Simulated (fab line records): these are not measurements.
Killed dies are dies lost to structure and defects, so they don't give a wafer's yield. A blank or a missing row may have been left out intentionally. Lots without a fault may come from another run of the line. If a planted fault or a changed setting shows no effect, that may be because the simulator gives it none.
What tool caused it? + flow nandHarc + 12 lots with 36 wafers sampled at 5 steps, on a route of 1159 steps

WHAT EACH GAUGE READ, for each wafer
NHARC_END_SORT_01. Usual: defectLimitedYield 95.5 %, standard deviation 1.3; killedAtArray 26, standard deviation 8.4; killedAtOther 0.7, standard deviation 0.97; killedAtPeriphery 3.2, standard deviation 2.2; killedDies 30, standard deviation 8.5; killedOpen 3.4, standard deviation 2; killedShort 2, standard deviation 1.3; sort_bin_2_pct 1.5 %, standard deviation 0.52; sort_bin_3_pct 0.21 %, standard deviation 0.18; sort_bin_4_pct 2.8 %, standard deviation 0.91; sortNPass 647, standard deviation 8.5; sortRimYieldPct 94.8 %, standard deviation 2.7; sortYieldPct 95.5 %, standard deviation 1.3.
| lot  | measured     | on        | defectLimitedYield (%) | killedAtArray | killedAtOther | killedAtPeriphery | killedDies | killedOpen | killedShort | sort_bin_2_pct (%) | sort_bin_3_pct (%) | sort_bin_4_pct (%) | sortNPass   | sortRimYieldPct (%) | sortYieldPct (%) | flag |
|------|--------------|-----------|------------------------|---------------|---------------|-------------------|------------|------------|-------------|--------------------|--------------------|--------------------|-------------|---------------------|------------------|------|
| L511 | day 23 01:24 | prober-02 | 97.6 97.5 98.1         | 14 7 9        | 0 2 1         | 2 8 3             | 16 17 13   | 4 4 4      | 1 2 2       | 0.7 0.6 0.7        | 0.15 0.15 0.15     | 1.5 1.8 1.0        | 661 660 664 | 95.3 99.1 96.2      | 97.6 97.5 98.1   |      |
| L519 | day 24 17:28 | prober-01 | 84.0 84.9 87.1         | 39 31 28      | 68 69 55      | 1 2 4             | 108 102 87 | 4 3 3      | 2 4 2       | 7.5 7.1 4.7        | 2.51 1.77 2.22     | 5.9 6.2 5.9        | 569 575 590 | 84.0 85.8 78.3      | 84.0 84.9 87.1   | OFF  |
| L517 | day 24 23:52 | prober-02 | 86.0 89.1 86.6         | 22 26 17      | 73 48 73      | 0 0 1             | 95 74 91   | 3 1 2      | 2 1 4       | 6.5 4.7 6.1        | 3.25 2.51 2.36     | 4.3 3.7 5.0        | 582 603 586 | 94.3 84.9 90.6      | 86.0 89.1 86.6   | OFF  |

WHICH TOOL RAN EACH LOT (tool, then ch and the chambers of the sampled wafers, then the start)
| lot  | NHARC_A_BONDPAD_DESCUM_11         | NHARC_A_BONDPAD_DEGAS_25    | NHARC_A_BONDPAD_PVD_17                 | NHARC_THIN_TSV_DEP_43           |
|------|-----------------------------------|-----------------------------|----------------------------------------|---------------------------------|
| L497 | rieDiel-11 ch 1,2,3, day 18 02:49 | pvdSputter-02, day 18 03:59 | pvdSputter-02, day 18 19:10 or earlier | pecvd-04 ch 0,2, day 18 19:10   |
| L499 | rieDiel-10 ch 1,2, day 18 07:31   | pvdSputter-02, day 18 08:28 | pvdSputter-02, day 19 02:04 or earlier | pecvd-01 ch 0,1,2, day 19 02:04 |
| L498 | rieDiel-07 ch 1,2,3, day 18 08:23 | pvdSputter-03, day 18 09:23 | pvdSputter-03, day 19 03:16 or earlier | pecvd-02 ch 0,1,2, day 19 03:16 |
| L501 | rieDiel-07 ch 0,3, day 19 05:44   | pvdSputter-01, day 19 07:08 | pvdSputter-01, day 19 22:08 or earlier | pecvd-01 ch 0,1,2, day 19 22:08 |
| L502 | rieDiel-10 ch 1,3, day 19 18:19   | pvdSputter-03, day 19 19:14 | pvdSputter-03, day 20 09:05 or earlier | pecvd-02 ch 0,1, day 20 09:05   |
| L506 | rieDiel-10 ch 1,2,3, day 20 09:03 | pvdSputter-01, day 20 10:08 | pvdSputter-01, day 21 01:35 or earlier | pecvd-01 ch 0,1,2, day 21 01:35 |
| L508 | rieDiel-07 ch 0,1,2, day 21 03:19 | pvdSputter-01, day 21 04:15 | pvdSputter-01, day 21 17:36 or earlier | pecvd-02 ch 0,1,2, day 21 17:36 |
| L507 | rieDiel-07 ch 1,2,3, day 21 04:32 | pvdSputter-02, day 21 05:28 | pvdSputter-02, day 21 20:01 or earlier | pecvd-02 ch 0,1,2, day 21 20:01 |
| L511 | rieDiel-10 ch 2,3, day 21 08:53   | pvdSputter-01, day 21 09:50 | pvdSputter-01, day 21 23:05 or earlier | pecvd-02 ch 1,2, day 21 23:05   |
| L515 | rieDiel-07 ch 0,1,3, day 22 08:22 | pvdSputter-03, day 22 09:19 | pvdSputter-03, day 23 00:15 or earlier | pecvd-01 ch 0,1,2, day 23 00:15 |
| L519 | rieDiel-07 ch 0,1,2, day 23 09:21 | pvdSputter-03, day 23 10:19 | pvdSputter-03, day 24 00:04 or earlier | pecvd-02 ch 0,2, day 24 00:04   |
| L517 | rieDiel-07 ch 1,3, day 23 17:20   | pvdSputter-01, day 23 18:16 | pvdSputter-01, day 24 07:29 or earlier | pecvd-02 ch 0,1,2, day 24 07:29 |
- NHARC_A_BONDPAD_DESCUM_11: chemistry O2, time 3 s.
- NHARC_A_BONDPAD_DEGAS_25: time 60 s.
- NHARC_A_BONDPAD_PVD_17: deposits TaN, target thk 5 nm, time 8.06 s.
- NHARC_THIN_TSV_DEP_43: deposits SiO2, target thk 1328.5 nm.

WHAT THE TOOLS THEMSELVES READ (means of the sampled wafers that have a number; where no wafer has one, the mark that the record gives instead)
NHARC_A_BONDPAD_DESCUM_11. Usual: drypumpMotorCurrentA 5.7 A, standard deviation 0.31; mfcArSccm 0.005 sccm, standard deviation 0.0096; oesProductAu 0.995 a.u., standard deviation 0.014; rfVppV 57.8 V, standard deviation 0.89; showerheadPlenumPTorr 1.93 Torr, standard deviation 0.08; throttleValvePct 11.310 %, standard deviation 0.0084.
| lot  | tool       | drypumpMotorCurrentA (A) | mfcArSccm (sccm) | oesProductAu (a.u.) | rfVppV (V) | showerheadPlenumPTorr (Torr) | throttleValvePct (%) | flag |
|------|------------|--------------------------|------------------|---------------------|------------|------------------------------|----------------------|------|
| L497 | rieDiel-11 | 5.7                      | 0.006            | 1.001               | 57.3       | 1.79                         | 11.312               |      |
| L499 | rieDiel-10 | 5.6                      | 0.004            | 1.009               | 58.0       | 1.85                         | 11.311               |      |
| L498 | rieDiel-07 | 5.6                      | 0.003            | 0.987               | 59.3       | 1.93                         | 11.309               |      |
| L501 | rieDiel-07 | 5.6                      | 0.000            | 0.995               | 57.4       | 1.89                         | 11.310               |      |
| L502 | rieDiel-10 | 5.3                      | 0.014            | 1.018               | 57.4       | 1.80                         | 11.311               |      |
| L506 | rieDiel-10 | 5.5                      | 0.018            | 0.998               | 57.3       | 1.88                         | 11.313               |      |
| L508 | rieDiel-07 | 5.8                      | 0.003            | 0.993               | 57.8       | 1.97                         | 11.303               |      |
| L507 | rieDiel-07 | 5.6                      | 0.003            | 0.986               | 56.7       | 1.93                         | 11.310               |      |
| L511 | rieDiel-10 | 5.8                      | 0.023            | 0.990               | 57.2       | 1.97                         | 11.308               |      |
| L515 | rieDiel-07 | 5.6                      | 0.003            | 0.993               | 56.9       | 1.91                         | 11.317               |      |
| L519 | rieDiel-07 | 5.8                      | 0.003            | 0.993               | 57.8       | 1.97                         | 11.308               |      |
| L517 | rieDiel-07 | 5.4                      | 0.003            | 0.988               | 58.2       | 1.87                         | 11.307               |      |

NHARC_A_BONDPAD_DEGAS_25. Usual: 465 W for heaterPowerW, sd 49.
| lot  | tool          | heaterPowerW (W) | flag |
|------|---------------|------------------|------|
| L497 | pvdSputter-02 | 479              |      |
| L499 | pvdSputter-02 | 483              |      |
| L498 | pvdSputter-03 | 432              |      |
| L501 | pvdSputter-01 | 484              |      |
| L502 | pvdSputter-03 | 467              |      |
| L506 | pvdSputter-01 | 486              |      |
| L508 | pvdSputter-01 | 487              |      |
| L507 | pvdSputter-02 | 480              |      |
| L511 | pvdSputter-01 | 443              |      |
| L515 | pvdSputter-03 | 423              |      |
| L519 | pvdSputter-03 | 456              |      |
| L517 | pvdSputter-01 | 475              |      |

NHARC_A_BONDPAD_PVD_17. Usual: biasV 168.3 V, standard deviation 1.7; throttleValvePct 30.0 %, standard deviation 0.91.
| lot  | tool          | biasV (V) | throttleValvePct (%) | flag |
|------|---------------|-----------|----------------------|------|
| L497 | pvdSputter-02 | 168.5     | 30.1                 |      |
| L499 | pvdSputter-02 | 167.7     | 30.1                 |      |
| L498 | pvdSputter-03 | 167.6     | 30.4                 |      |
| L501 | pvdSputter-01 | 167.5     | 29.9                 |      |
| L502 | pvdSputter-03 | 168.0     | 31.2                 |      |
| L506 | pvdSputter-01 | 168.2     | 30.1                 |      |
| L508 | pvdSputter-01 | 168.7     | 29.3                 |      |
| L507 | pvdSputter-02 | 167.1     | 30.5                 |      |
| L511 | pvdSputter-01 | 169.6     | 30.1                 |      |
| L515 | pvdSputter-03 | 168.6     | 30.7                 |      |
| L519 | pvdSputter-03 | 168.0     | 31.2                 |      |
| L517 | pvdSputter-01 | 167.2     | 29.4                 |      |

NHARC_THIN_TSV_DEP_43. Usual: 16.2 % for throttleValvePct, sd 0.65.
| lot  | tool     | throttleValvePct (%) | flag |
|------|----------|----------------------|------|
| L497 | pecvd-04 | 15.4                 |      |
| L499 | pecvd-01 | 16.4                 |      |
| L498 | pecvd-02 | 16.1                 |      |
| L501 | pecvd-01 | 16.5                 |      |
| L502 | pecvd-02 | 16.4                 |      |
| L506 | pecvd-01 | 16.6                 |      |
| L508 | pecvd-02 | 16.1                 |      |
| L507 | pecvd-02 | 16.2                 |      |
| L511 | pecvd-02 | 16.1                 |      |
| L515 | pecvd-01 | 16.6                 |      |
| L519 | pecvd-02 | 15.8                 |      |
| L517 | pecvd-02 | 16.1                 |      |

THE ANSWER, worked out from the rows above alone
Rule: a lot counts as off when the mean over its wafers that have a number is more than 3 standard deviations away from the usual mean. Also off: a lot with no number at a reading for which 4 or more lots have one. All remaining lots with rows at the step are treated as sound. The gauges are gone through in route order, then the tools' own readings, and for those a lot's mean is taken as printed above. The first step at which some lot is off is used, and at that step the reading that is off furthest; a lot without a number counts as furthest.
Off: L519, L517 (NHARC_END_SORT_01, killedAtOther). Neither off nor sound, because the step has no rows for them: L497, L499, L498, L501, L502, L506, L508, L507, L515.
A tool fits if, at a process step before that reading, it ran every lot that is off, and no sound lot after the first of them. The gauges at NHARC_END_SORT_01 are tried like those tools. With no start given for some of its lots, NHARC_A_BONDPAD_PVD_17 uses the hours and lot order of NHARC_THIN_TSV_DEP_43. This does not decide it: 2 tools fit, namely rieDiel-07 at NHARC_A_BONDPAD_DESCUM_11 and pecvd-02 at NHARC_THIN_TSV_DEP_43.

WHAT THE SIMULATOR HAD PUT IN
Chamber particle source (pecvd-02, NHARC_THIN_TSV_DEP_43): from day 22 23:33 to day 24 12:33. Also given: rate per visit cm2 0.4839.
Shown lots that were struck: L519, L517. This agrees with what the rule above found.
